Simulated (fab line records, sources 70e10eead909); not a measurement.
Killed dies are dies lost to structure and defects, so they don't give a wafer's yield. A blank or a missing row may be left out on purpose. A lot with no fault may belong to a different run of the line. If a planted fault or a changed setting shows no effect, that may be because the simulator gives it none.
Matching of chambers -- flow nand harc -- NHARC_P_GATE_DESCUM_93 on rie diel-10: 4 sister chambers
The step chemistry O2, time 3 s. 14 wafers are shown with their chamber, then 7 later ones without.

== WAFERS WITH THEIR CHAMBER ==
wafer,chamber,showerhead plenum p Torr (Torr),drypump motor current A (A),throttle valve pct (%)
L527.1,1,1.85,5.89,11.327
L527.4,3,1.81,5.60,11.318
L527.5,3,1.81,5.56,11.310
L528.2,0,1.96,6.01,11.297
L528.5,3,1.81,5.58,11.316
L528.6,0,1.96,5.97,11.312
L529.1,0,1.96,5.98,11.315
L529.3,3,1.81,5.57,11.300
L529.5,2,1.92,5.36,11.311
L530.2,3,1.81,5.54,11.318
L530.4,0,1.96,5.93,11.317
L530.5,2,1.91,5.36,11.292
L531.2,3,1.81,5.55,11.316
L531.4,2,1.91,5.36,11.309

SIGNATURES (averages over the wafers above)
reading,chamber 0,chamber 1,chamber 2,chamber 3,scatter within a chamber
showerhead plenum p Torr,1.9600,1.8500,1.9133,1.8100,0.00258
drypump motor current A,5.9725,5.8900,5.3600,5.5667,0.0237
throttle valve pct,11.31025,11.32700,11.30400,11.31300,0.00843
Rule: a wafer lies at a distance from a chamber equal to the root of the sum of squares, over the readings, of (its reading less the chamber's mean, divided by the reading's scatter). The wafer belongs to the nearest chamber; if the next one is less than 2 further off, it can't be placed. How the scatter is found: for the shown wafers, subtract from each reading the mean of its chamber, square and add these, divide the total by (wafers less chambers), then take the root.

== WAFERS WHOSE CHAMBER IS MISSING ==
wafer,showerhead plenum p Torr (Torr),drypump motor current A (A),throttle valve pct (%)
L531.5,1.96,5.97,11.305
L540.1,1.91,5.36,11.319
L540.4,1.85,5.89,11.319
L540.6,1.91,5.32,11.309
L548.2,1.91,5.34,11.321
L548.5,1.91,5.35,11.317
L548.6,1.80,5.55,11.317

== CHAMBER TAKEN BY EACH ==
wafer,from the rows above,in truth
L531.5,0,0
L540.1,2,2
L540.4,1,1
L540.6,2,2
L548.2,2,2
L548.5,2,2
L548.6,3,3
7 of 7 placed correctly. Number that these rows cannot place: 0. Wrongly placed: 0.
